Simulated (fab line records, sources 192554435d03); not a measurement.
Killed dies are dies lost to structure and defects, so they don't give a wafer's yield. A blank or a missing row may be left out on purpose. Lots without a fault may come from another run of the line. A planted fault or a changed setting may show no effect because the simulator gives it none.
A struck lot beside a sound one | flow n5_finfet | 15 steps out of a route of 1938
Sound: wafers L155.1, L155.4, L155.6. Struck: wafer L159.6. (L159.2 of the same lot was not struck and is left out.) The cause comes at the end.
At each step with rows: each side's tool, then ch and its chambers, then its first start. Under that, the readings that differ: sound wafers | struck wafers | difference of the means | sigmas: that difference in standard deviations of wafers without a fault.
alike: readings whose means differ by less than 2 such deviations, and words and numbers that are the same on both sides. not compared: withheld readings, readings that some wafer has no value for, bounds like >300 that may hide the same value, and numbers for which the record gives no deviation and whose values overlap.
The two part at a step that has a row with sigmas, a row that says differs or no value, or rows on one side only. Numbers that don't overlap but have no deviation are shown without sigmas and don't part them. A reading that every wafer of one side lacks parts them only if that side has two wafers or more.

N5_BEOL_M4_SPUTTER_92: material Cu, target thk 4.5 nm, time 8.29 s.
  sound on pvd_sputter-02, day 10 00:15; struck on pvd_sputter-02, day 11 15:49
  alike: substrate_temp_c, throttle_valve_pct
then, 2 steps without rows for these wafers: N5_BEOL_M4_ANNEAL_93 (time 240 s); N5_BEOL_M4_SPUTTER_94 (material Cu, target thk 4.5 nm, time 8.29 s).
N5_BEOL_M4_ANNEAL_95: time 240 s.
  sound on pvd_sputter-02, day 10 00:33; struck on pvd_sputter-02, day 11 16:07
  alike: heater_power_w
then, 3 steps without rows for these wafers: N5_BEOL_M4_SPUTTER_96 (material Cu, target thk 4.5 nm, time 8.29 s); N5_BEOL_M4_ECD_50 (material Cu, target thk 300 nm); N5_BEOL_M4_ANNEAL_51 (time 90 s).
N5_BEOL_M4_CMP_52: polishes, stops on SiOC, t overpolish 6.8 s, target thk 40 nm.
  sound on cmp-01 ch 0,2,3, day 10 01:11; struck on cmp-03 ch 1, day 11 19:53
  reading             | sound       | struck | difference | sigmas
  motor_current_A (A) | 6.0 5.4 5.8 | 6.5    | +0.8       | +2
  alike: barrier_field_endpoint_s, clearing_platen_rpm, overpolish_run_s, retaining_ring_pressure_frac, time_to_endpoint_s
N5_BEOL_M4_THK_MEAS_53: measures by xrf.
  sound on film_metro-02, day 10 01:29; struck on film_metro-01, day 11 20:11
  alike: M4_THK
N5_BEOL_M4_PRE_CLEAN_60: time 15 s.
  sound on cvd_co-01 ch 0,1, day 10 01:34; struck on cvd_co-01 ch 0, day 11 20:13
  alike: heater_power_w
N5_BEOL_M4_CO_CAP_55: material Co, precursor CCTBA/H2, target thk 2 nm, time 102.1 s.
  sound on cvd_co-01 ch 0,1, day 10 01:36; struck on cvd_co-01 ch 0, day 11 20:16
  alike: heater_power_w
then, 1 step without rows for these wafers: N5_BEOL_M4_PRE_CLEAN_56 (time 15 s).
N5_BEOL_M4_DEP_57: deposits SiCN from 3MS/NH3, target thk 8 nm, time 14 s.
  sound on pecvd-01 ch 1, day 10 01:44; struck on pecvd-01 ch 1, day 11 20:22
  reading                                  | sound | struck | difference | sigmas
  model.SiCN_of_BEOL_M4_DEP_57.thk_nm (nm) | 8 8 8 | 3      | -5         |
  alike: showerhead_plenum_p_Torr, throttle_valve_pct
N5_BEOL_M4_RS_MEAS_58: measures by four-point-probe.
  sound on film_metro-02, day 10 01:49; struck on film_metro-01, day 11 20:26
  alike: M4_RS
N5_BEOL_M4_RC_MEAS_101:
  sound on prober-02 ch 0, day 10 01:52; struck on prober-02 ch 0, day 11 20:39
  alike: DIBL_N, DIBL_P, IOFF_N, IOFF_P, ION_N, ION_P, SS_N, SS_P, VT_N, VT_P

WHERE THEY PART
Only at N5_BEOL_M4_CMP_52, within this record. Later steps at which nothing parts them and some readings are alike: N5_BEOL_M4_THK_MEAS_53, N5_BEOL_M4_PRE_CLEAN_60, N5_BEOL_M4_CO_CAP_55, N5_BEOL_M4_DEP_57, N5_BEOL_M4_RS_MEAS_58, N5_BEOL_M4_RC_MEAS_101.

WHY: what the simulator had put in
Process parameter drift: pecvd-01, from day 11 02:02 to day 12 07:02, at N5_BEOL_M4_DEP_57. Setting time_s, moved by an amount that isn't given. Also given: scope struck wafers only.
